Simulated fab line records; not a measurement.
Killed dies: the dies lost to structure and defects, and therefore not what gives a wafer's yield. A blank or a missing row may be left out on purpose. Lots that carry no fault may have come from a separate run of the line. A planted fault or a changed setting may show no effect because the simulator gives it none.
fab line records	flow n5-finfet	part 1 of 2: steps 1 to 4 of 6
record lots=21	wafers=63	last-day=21
route steps=1938 shown SDB@359 HKMG_FIN@430 GATE_CUT@466
lots with no fault: from the same line, run without faults
start-h: the number of hours between the record's first day and the start of the first shown wafer of the lot	wait-h: time in hours since the lot's previous step	" the same as in the row above	L1.1+2: a row that stands for several wafers	- no value, or no start was given	* or withheld: withheld	< > ~ a bound
route shown NAME@n: names a module that has steps shown in the file, with the first one's number in the route	usual: average and standard deviation across the fault-free wafers	same: alike in all rows	chamber/n: place in a boat	sites: each site's reading	_std_site: how widely they spread, as a standard deviation	_edge_site: mean of outer sites minus mean of inner sites	radius-mm: for every site, how far away it sits from the centre of the wafer	mask NAME#n: copy n	behind: the most recent tool/chamber to have shaped the wafer	hold: why the lot was held/for how many hours/how that ended	device: whichever transistor did not switch (one of n, p or np)	end of line: at the end of the route, the tests of the same wafers	a step without rows: its recipe alone	killed: dies lost to structure and defects at the first sort, not the wafer's yield	map: dies across one wafer; x = killed, . = not, _ = none there
set.NAME: the setting that was run; set.NAME@STEP: the one run at that earlier step	model.NAME: the simulator's own value behind a step, which no gauge read
a sample of lots followed through the steps of the route, with each step as a table and each wafer as a row
services: from which hour (start-h, from the record's first day; less than 0 if before it) a tool's chamber was out of use, for how many hours, and why
## steps
# step N5_SDB_DESCUM_16
# recipe chemistry=O2	time-s=7.9	source-power-w=50	bias-power-w=20	pressure-mtorr=20	rf-frequency-hz=2.712e+07	temp-c=40	resist=CAR-ArF	o2-flow-sccm=225
# usual bias-power-w=20.00/0.059	drypump-motor-current-A=5.6/0.51	oes-product-au=0.79/0.087	rf-vpp-V=243.0/1.2	showerhead-plenum-p-Torr=2.09/0.057	throttle-valve-pct=20.19/0.2
lot.wafer	tool	chamber	start-h	wait-h	bias-power-w	drypump-motor-current-A	oes-product-au	rf-hours-counter-h	rf-vpp-V	showerhead-plenum-p-Torr	throttle-valve-pct
L074.3	rie-diel-01	3	67.24	0.1	20.08	5.6	0.89	27	242.9	2.05	19.99
L074.4	"	2	"	"	19.89	5.3	0.70	201	239.5	2.01	20.33
L074.6	"	2	"	"	19.94	5.2	0.70	-	240.7	2.01	20.30
L075.1	rie-diel-01	0	71.48	0.0	19.92	5.5	0.75	161	244.6	2.10	20.49
L075.3	"	3	"	"	19.95	5.7	0.89	28	242.8	2.05	19.99
L075.6	"	1	"	"	20.07	5.0	0.76	-	244.2	2.20	20.38
L076.1	rie-diel-01	3	77.89	0.0	19.96	5.6	0.88	31	242.7	2.05	19.98
L076.4	"	2	"	"	19.97	5.2	0.69	205	240.9	2.00	20.31
L076.6	"	0	"	"	19.91	5.5	0.74	-	244.0	2.10	20.49
L077.3	rie-diel-04	2	86.14	0.0	19.96	4.9	0.76	116	243.8	2.09	19.85
L077.5	"	3	"	"	20.00	6.5	0.74	-	245.3	2.18	20.25
L077.6	"	0	"	"	19.93	5.7	0.70	-	243.3	2.07	20.23
L078.2	rie-diel-01	3	95.04	0.0	20.06	5.6	0.87	36	243.3	2.05	19.98
L078.4	"	2	"	"	20.01	5.2	0.69	210	240.7	2.00	20.33
L078.6	"	2	"	"	20.05	5.2	0.68	-	242.0	2.00	20.32
L080.2	rie-diel-01	2	109.82	0.0	20.03	5.2	0.69	213	241.7	2.00	20.34
L080.3	"	1	"	"	20.00	5.1	0.75	142	245.6	2.20	20.40
L080.5	"	2	"	"	19.94	5.2	0.67	-	241.5	2.00	20.32
L081.1	rie-diel-04	0	117.05	0.0	19.85	5.7	0.68	211	241.9	2.07	20.22
L081.2	"	2	"	"	20.05	4.9	0.76	122	243.8	2.08	19.86
L081.5	"	2	"	"	20.01	4.9	0.76	-	243.1	2.08	19.88
L083.2	rie-diel-01	3	120.89	0.0	19.97	5.6	0.86	43	241.5	2.05	20.01
L083.3	"	2	"	"	20.00	5.2	0.69	216	241.3	2.00	20.33
L083.4	"	1	"	"	20.02	5.1	0.75	144	245.5	2.20	20.39
L084.2	rie-diel-05	1	126.59	0.0	20.04	6.4	0.92	18	242.6	2.04	19.91
L084.4	"	3	"	"	19.91	5.3	0.99	1	242.4	2.05	20.05
L084.5	"	2	"	"	20.03	5.4	0.79	-	243.7	2.09	19.94
L085.1	rie-diel-04	2	130.81	0.0	19.96	4.9	0.75	127	242.0	2.08	19.88
L085.2	"	3	"	"	20.01	6.6	0.72	195	245.1	2.18	20.27
L085.3	"	1	"	"	19.96	6.3	0.91	19	243.9	2.11	20.24
L087.2	rie-diel-04	2	142.92	0.0	19.99	4.9	0.75	130	244.2	2.08	19.89
L087.3	"	1	"	"	19.94	6.3	0.90	22	243.5	2.11	20.25
L087.5	"	3	"	"	19.91	6.5	0.72	-	244.2	2.18	20.28
L088.3	rie-diel-05	1	148.19	0.1	20.00	6.4	0.90	25	242.0	2.04	19.92
L088.5	"	3	"	"	19.99	5.2	0.95	-	241.3	2.05	20.07
L088.6	"	2	"	"	19.96	5.4	0.77	-	244.4	2.09	19.95
L089.2	rie-diel-05	3	154.08	0.0	19.96	5.2	0.95	9	242.0	2.05	20.05
L089.4	"	2	"	"	19.98	5.4	0.77	128	242.7	2.09	19.96
L089.6	"	2	"	"	19.97	5.4	0.78	-	241.8	2.09	19.95
L090.2	rie-diel-01	1	160.19	0.0	20.03	5.1	0.74	152	243.4	2.19	20.39
L090.4	"	2	"	"	19.90	5.2	0.68	224	241.1	2.00	20.36
L090.5	"	2	"	"	19.97	5.2	0.68	-	241.9	2.00	20.35
L091.1	rie-diel-05	1	165.75	0.0	20.03	6.4	0.88	30	242.2	2.03	19.94
L091.2	"	0	"	"	19.99	5.2	0.81	97	243.2	2.10	20.21
L091.4	"	3	"	"	19.97	5.2	0.94	13	242.2	2.05	20.07
L092.1	rie-diel-01	0	175.25	0.0	20.04	5.5	0.71	187	243.1	2.09	20.53
L092.4	"	2	"	"	20.07	5.2	0.68	227	241.0	2.00	20.37
L092.6	"	3	"	"	20.06	5.6	0.85	-	242.0	2.04	20.01
L093.1	rie-diel-04	2	177.42	0.1	19.93	4.9	0.74	139	242.8	2.08	19.89
L093.5	"	2	"	"	19.85	4.9	0.74	-	242.1	2.08	19.91
L093.6	"	3	"	"	20.06	6.6	0.72	-	245.3	2.18	20.30
L094.2	rie-diel-01	0	189.92	0.0	19.90	5.5	0.72	192	242.0	2.09	20.55
L094.3	"	2	"	"	19.93	5.2	0.68	232	240.5	2.00	20.36
L094.4	"	1	"	"	20.03	5.0	0.74	161	244.4	2.19	20.41
L095.2	rie-diel-04	2	192.60	0.0	20.07	4.9	0.75	144	244.0	2.08	19.90
L095.3	"	1	"	"	20.02	6.3	0.89	33	243.2	2.11	20.28
L095.5	"	3	"	"	19.96	6.5	0.71	-	243.6	2.17	20.28
L096.2	rie-diel-05	3	197.04	0.0	20.04	5.2	0.92	19	242.8	2.04	20.10
L096.3	"	1	"	"	20.08	6.4	0.87	37	242.9	2.03	19.94
L096.4	"	0	"	"	19.97	5.2	0.80	103	242.3	2.10	20.22
L097.1	rie-diel-05	1	204.51	0.0	19.96	6.4	0.87	40	243.6	2.03	19.94
L097.2	"	2	"	"	20.04	5.4	0.76	142	243.1	2.08	19.98
L097.4	"	3	"	"	19.91	5.3	0.93	22	242.6	2.04	20.08
# step N5_HKMG_FIN_CD_MEAS_12
# recipe target-cd-nm=92.8	landing-energy-ev=500	detector=se-inlens
# usual cd-nm=92.8/0.8
lot.wafer	tool	chamber	start-h	wait-h	cd-nm
L074.3	cd-sem-03	0	76.05	-	92.7
L074.4	"	0	"	"	93.5
L074.6	"	0	"	"	91.8
L075.1	cd-sem-02	0	80.99	-	93.9
L075.3	"	0	"	"	93.0
L075.6	"	0	"	"	92.9
L076.1	cd-sem-03	0	86.98	-	92.1
L076.4	"	0	"	"	91.8
L076.6	"	0	"	"	91.7
L077.3	cd-sem-02	0	95.94	-	94.1
L077.5	"	0	"	"	94.0
L077.6	"	0	"	"	94.7
L078.2	cd-sem-03	0	104.01	-	93.4
L078.4	"	0	"	"	92.5
L078.6	"	0	"	"	92.3
L080.2	cd-sem-03	0	118.78	-	93.0
L080.3	"	0	"	"	93.3
L080.5	"	0	"	"	94.0
L081.1	cd-sem-02	0	125.79	-	92.9
L081.2	"	0	"	"	94.2
L081.5	"	0	"	"	93.0
L083.2	cd-sem-01	0	130.36	-	92.2
L083.3	"	0	"	"	92.7
L083.4	"	0	"	"	92.4
L084.2	cd-sem-02	0	135.36	-	92.4
L084.4	"	0	"	"	93.9
L084.5	"	0	"	"	92.6
L085.1	cd-sem-02	0	140.03	-	93.5
L085.2	"	0	"	"	93.5
L085.3	"	0	"	"	92.2
L087.2	cd-sem-03	0	152.13	-	92.5
L087.3	"	0	"	"	92.6
L087.5	"	0	"	"	93.0
L088.3	cd-sem-03	0	156.86	-	91.3
L088.5	"	0	"	"	91.9
L088.6	"	0	"	"	92.0
L089.2	cd-sem-01	0	162.59	-	94.2
L089.4	"	0	"	"	92.4
L089.6	"	0	"	"	93.6
L090.2	cd-sem-02	0	168.96	-	93.4
L090.4	"	0	"	"	93.0
L090.5	"	0	"	"	93.4
L091.1	cd-sem-01	0	174.73	-	91.9
L091.2	"	0	"	"	92.4
L091.4	"	0	"	"	92.3
L092.1	cd-sem-03	0	185.43	-	93.8
L092.4	"	0	"	"	92.9
L092.6	"	0	"	"	93.1
L093.1	cd-sem-02	0	186.50	-	92.9
L093.5	"	0	"	"	92.2
L093.6	"	0	"	"	93.3
L094.2	cd-sem-01	0	199.25	-	92.4
L094.3	"	0	"	"	91.6
L094.4	"	0	"	"	91.9
L095.2	cd-sem-01	0	201.38	-	92.7
L095.3	"	0	"	"	91.8
L095.5	"	0	"	"	91.4
L096.2	cd-sem-02	0	206.05	-	92.1
L096.3	"	0	"	"	92.5
L096.4	"	0	"	"	93.3
L097.1	cd-sem-01	0	213.41	-	91.7
L097.2	"	0	"	"	92.6
L097.4	"	0	"	"	93.1
# step N5_HKMG_FIN_ETCH_31
# recipe chemistry=CF4	target=SiARC	target-depth-a=455	mask-material=CAR-ArF	time-s=75.8	ion-energy-ev=80	pressure-mtorr=40	source-w=545	bias-w=36	Ar_flow_sccm=100	cf4-flow-sccm=100	ends=cleared
# usual drypump-motor-current-A=5.5/0.49	etch-rf-on-time-s=76.7/2.1	oes-product-au=0.68/0.075	rf-vpp-V=184.0/1	showerhead-plenum-p-Torr=2.14/0.041	throttle-valve-pct=15.43/0.17
lot.wafer	tool	chamber	start-h	wait-h	drypump-motor-current-A	etch-rf-on-time-s	oes-product-au	rf-hours-counter-h	rf-vpp-V	showerhead-plenum-p-Torr	throttle-valve-pct
L074.3	rie-diel-01	2	76.17	0.0	5.2	75.3	0.62	204	183.4	2.05	15.51
L074.4	"	3	"	"	5.6	75.2	0.78	30	183.1	2.10	15.21
L074.6	"	1	"	"	5.0	76.9	0.65	-	184.9	2.22	15.45
L075.1	rie-diel-05	3	81.11	0.0	5.2	80.5	0.55	245	183.7	2.12	15.81
L075.3	"	0	"	"	5.2	78.2	0.69	79	185.8	2.18	15.50
L075.6	"	3	"	"	5.2	80.6	0.55	-	183.8	2.12	15.80
L076.1	rie-diel-05	0	87.10	0.0	5.3	78.6	0.68	80	183.8	2.18	15.50
L076.4	"	1	"	"	6.4	78.1	0.77	13	183.3	2.12	15.24
L076.6	"	0	"	"	5.3	78.3	0.68	-	184.4	2.18	15.50
L077.3	rie-diel-05	1	96.07	0.0	6.4	78.3	0.76	14	183.7	2.12	15.21
L077.5	"	0	"	"	5.2	77.8	0.69	-	184.2	2.18	15.50
L077.6	"	3	"	"	5.2	79.6	0.55	-	183.1	2.12	15.83
L078.2	rie-diel-01	0	104.13	0.0	5.5	74.9	0.63	170	183.0	2.14	15.67
L078.4	"	1	"	"	5.0	76.3	0.64	141	186.4	2.22	15.45
L078.6	"	3	"	"	5.6	74.4	0.76	-	182.5	2.10	15.23
L080.2	rie-diel-01	0	118.90	0.0	5.5	75.1	0.63	175	184.7	2.14	15.66
L080.3	"	2	"	"	5.2	74.4	0.61	215	182.1	2.05	15.52
L080.5	"	1	"	"	5.1	75.6	0.64	-	183.7	2.22	15.46
L081.1	rie-diel-05	2	125.91	0.0	5.4	74.1	0.68	120	183.8	2.17	15.32
L081.2	"	3	"	"	5.3	77.4	0.85	1	183.9	2.12	15.33
L081.5	"	3	"	"	5.3	78.5	0.85	-	184.1	2.12	15.32
L083.2	rie-diel-05	0	130.51	0.0	5.2	77.7	0.68	87	184.4	2.17	15.51
L083.3	"	2	"	"	5.4	74.7	0.67	122	184.3	2.16	15.30
L083.4	"	1	"	"	6.4	77.8	0.76	19	182.3	2.12	15.22
L084.2	rie-diel-05	3	135.48	0.0	5.2	77.8	0.84	4	184.9	2.12	15.33
L084.4	"	2	"	"	5.4	75.1	0.67	123	184.9	2.16	15.32
L084.5	"	0	"	"	5.2	78.4	0.67	-	185.1	2.17	15.52
L085.1	rie-diel-05	0	140.16	0.0	5.2	78.2	0.68	90	184.6	2.17	15.52
L085.2	"	3	"	"	5.2	77.5	0.82	6	184.4	2.11	15.32
L085.3	"	1	"	"	6.4	77.1	0.75	22	184.1	2.11	15.23
L087.2	rie-diel-05	0	152.44	0.0	5.3	77.9	0.66	94	183.7	2.17	15.53
L087.3	"	1	"	"	6.4	77.5	0.74	26	183.5	2.11	15.24
L087.5	"	2	"	"	5.4	74.8	0.66	-	183.3	2.16	15.31
L088.3	rie-diel-05	3	156.98	0.0	5.2	78.6	0.81	10	183.1	2.11	15.34
L088.5	"	3	"	"	5.3	78.3	0.80	-	181.9	2.11	15.34
L088.6	"	2	"	"	5.4	73.8	0.66	-	184.0	2.16	15.34
L089.2	rie-diel-05	1	162.71	0.0	6.4	79.3	0.74	29	183.0	2.11	15.24
L089.4	"	0	"	"	5.2	79.3	0.67	96	184.3	2.17	15.53
L089.6	"	2	"	"	5.4	75.2	0.66	-	185.1	2.16	15.31
L090.2	rie-diel-01	1	169.08	0.0	5.0	75.9	0.64	154	185.8	2.22	15.49
L090.4	"	2	"	"	5.2	74.8	0.61	226	183.8	2.05	15.54
L090.5	"	3	"	"	5.6	74.0	0.75	-	183.6	2.09	15.25
L091.1	rie-diel-05	2	174.86	0.0	5.4	74.0	0.66	134	183.7	2.16	15.33
L091.2	"	3	"	"	5.2	77.7	0.81	14	184.3	2.11	15.34
L091.4	"	1	"	"	6.4	78.2	0.73	32	183.8	2.11	15.26
L092.1	rie-diel-04	3	185.57	0.0	6.5	75.5	0.61	210	185.1	2.20	15.49
L092.4	"	3	"	"	6.5	74.9	0.61	-	186.0	2.20	15.50
L092.6	"	2	"	"	4.9	81.7	0.62	-	184.0	2.14	15.21
L093.1	rie-diel-04	0	186.63	0.0	5.8	76.0	0.58	228	184.1	2.13	15.63
L093.5	"	0	"	"	5.8	75.7	0.58	-	183.6	2.13	15.65
L093.6	"	2	"	"	4.9	80.4	0.63	-	182.8	2.14	15.22
L094.2	rie-diel-01	2	199.37	0.0	5.2	74.8	0.60	235	183.8	2.04	15.56
L094.3	"	1	"	"	5.1	76.4	0.63	163	185.6	2.21	15.50
L094.4	"	3	"	"	5.6	74.5	0.73	62	185.0	2.09	15.27
L095.2	rie-diel-04	0	201.62	0.0	5.7	76.1	0.58	230	182.5	2.13	15.65
L095.3	"	3	"	"	6.5	75.1	0.61	213	184.1	2.20	15.50
L095.5	"	0	"	"	5.7	76.2	0.58	-	183.6	2.13	15.64
L096.2	rie-diel-04	1	206.71	0.0	6.3	74.8	0.75	37	184.7	2.18	15.55
L096.3	"	2	"	"	4.9	81.1	0.62	148	184.0	2.14	15.23
L096.4	"	2	"	"	4.9	80.9	0.62	-	183.9	2.14	15.22
L097.1	rie-diel-04	1	213.53	0.0	6.4	75.2	0.75	40	185.0	2.18	15.55
L097.2	"	2	"	"	4.9	81.3	0.62	151	182.8	2.14	15.22
L097.4	"	2	"	"	4.9	80.8	0.62	-	185.1	2.14	15.23
# step N5_HKMG_FIN_CMP_94
# recipe stop-on=SiNx	post-cmp-clean=w-dilute-nh4oh	t-overpolish-s=4.7	down-force-psi=4	platen-rpm=50.289	pad-velocity-m-s=1.0006	target-thk-nm=43.299
# usual edge-zone-pressure-frac=1.000/0.0051	motor-current-A=12.5/0.97	platen-rpm=50.29/0.034	slurry-flow-ml-min=150.0/0.47
lot.wafer	tool	chamber	start-h	wait-h	edge-zone-pressure-frac	motor-current-A	platen-rpm	slurry-flow-ml-min
L074.3	cmp-02	3	80.35	0.4	0.999	12.6	50.31	149.6
L074.4	"	0	"	"	0.993	13.3	50.32	150.7
L074.6	"	3	"	"	0.988	12.4	50.33	150.5
L075.1	cmp-01	3	85.22	0.4	1.001	13.6	50.29	149.2
L075.3	"	1	"	"	0.995	13.4	50.26	150.1
L075.6	"	0	"	"	1.003	12.7	50.33	149.3
L076.4	cmp-01	3	91.27	0.3	1.004	13.8	50.26	150.4
L076.1	"	1	"	"	1.002	13.1	50.31	150.3
L076.6	"	2	"	"	1.005	10.6	50.28	150.0
L077.3	cmp-02	3	100.33	0.2	1.002	13.1	50.26	150.3
L077.5	"	0	"	"	0.998	12.3	50.26	149.6
L077.6	"	1	"	"	1.003	13.9	50.27	149.4
L078.4	cmp-04	3	108.27	0.3	1.007	12.2	50.31	149.6
L078.2	"	0	"	"	0.998	12.9	50.30	150.5
L078.6	"	3	"	"	0.999	12.4	50.29	150.2
L080.2	cmp-02	2	123.60	0.4	0.991	12.0	50.30	150.6
L080.3	"	0	"	"	0.999	12.8	50.30	150.0
L080.5	"	3	"	"	0.993	11.9	50.32	150.3
L081.2	cmp-01	1	130.07	0.4	1.003	13.6	50.29	149.5
L081.1	"	0	"	"	1.002	12.2	50.31	149.6
L081.5	"	1	"	"	1.004	14.2	50.28	149.5
L083.4	cmp-02	3	134.78	0.4	1.000	12.6	50.29	151.0
L083.3	"	0	"	"	1.002	12.5	50.26	150.1
L083.2	"	2	"	"	1.008	12.6	50.26	150.1
L084.4	cmp-04	1	139.63	0.4	1.001	12.0	50.31	149.5
L084.2	"	2	"	"	1.000	11.9	50.26	150.4
L084.5	"	1	"	"	1.001	11.9	50.29	149.1
L085.2	cmp-04	2	144.29	0.4	0.994	11.7	50.28	149.1
L085.3	"	3	"	"	0.999	12.2	50.30	150.4
L085.1	"	0	"	"	0.989	12.2	50.30	150.1
L087.3	cmp-02	3	156.61	0.3	0.997	13.1	50.33	150.4
L087.2	"	1	"	"	0.997	13.9	50.26	150.3
L087.5	"	2	"	"	0.997	12.6	50.32	149.6
L088.3	cmp-01	1	161.51	0.3	1.003	12.9	50.35	150.3
L088.5	"	0	"	"	1.000	12.3	50.36	149.5
L088.6	"	1	"	"	0.991	13.5	50.29	150.9
L089.2	cmp-01	0	166.92	0.3	1.002	13.0	50.26	150.2
L089.4	"	1	"	"	1.004	13.4	50.28	150.8
L089.6	"	3	"	"	0.995	14.0	50.26	150.3
L090.4	cmp-04	2	173.37	0.3	1.000	11.4	50.20	149.3
L090.2	"	3	"	"	0.990	12.4	50.32	148.8
L090.5	"	0	"	"	0.990	13.2	50.24	149.8
L091.2	cmp-04	3	179.19	0.4	0.995	12.0	50.33	150.3
L091.4	"	0	"	"	0.994	12.7	50.29	150.0
L091.1	"	1	"	"	1.002	12.2	50.31	149.5
L092.4	cmp-01	1	190.24	0.4	0.997	13.6	50.30	149.6
L092.1	"	2	"	"	1.001	10.6	50.28	149.8
L092.6	"	1	"	"	0.998	13.3	50.22	149.7
L093.1	cmp-04	1	190.97	0.4	1.003	12.3	50.28	149.9
L093.5	"	1	"	"	1.001	12.5	50.29	150.2
L093.6	"	2	"	"	0.997	11.3	50.25	149.8
L094.4	cmp-01	3	203.83	0.4	1.002	14.0	50.33	149.8
L094.3	"	0	"	"	1.001	12.4	50.30	150.2
L094.2	"	2	"	"	1.003	10.5	50.26	150.3
L095.3	cmp-04	0	205.80	0.4	1.000	12.5	50.25	150.0
L095.2	"	2	"	"	0.998	12.0	50.29	149.3
L095.5	"	0	"	"	0.999	13.0	50.23	149.4
L096.3	cmp-01	0	210.99	0.4	1.001	12.0	50.28	150.0
L096.4	"	1	"	"	1.003	13.0	50.30	149.8
L096.2	"	3	"	"	1.007	13.5	50.30	150.4
L097.2	cmp-02	0	217.68	0.4	1.004	12.1	50.32	150.1
L097.1	"	1	"	"	1.001	14.3	50.36	149.3
L097.4	"	3	"	"	0.994	12.5	50.29	150.3
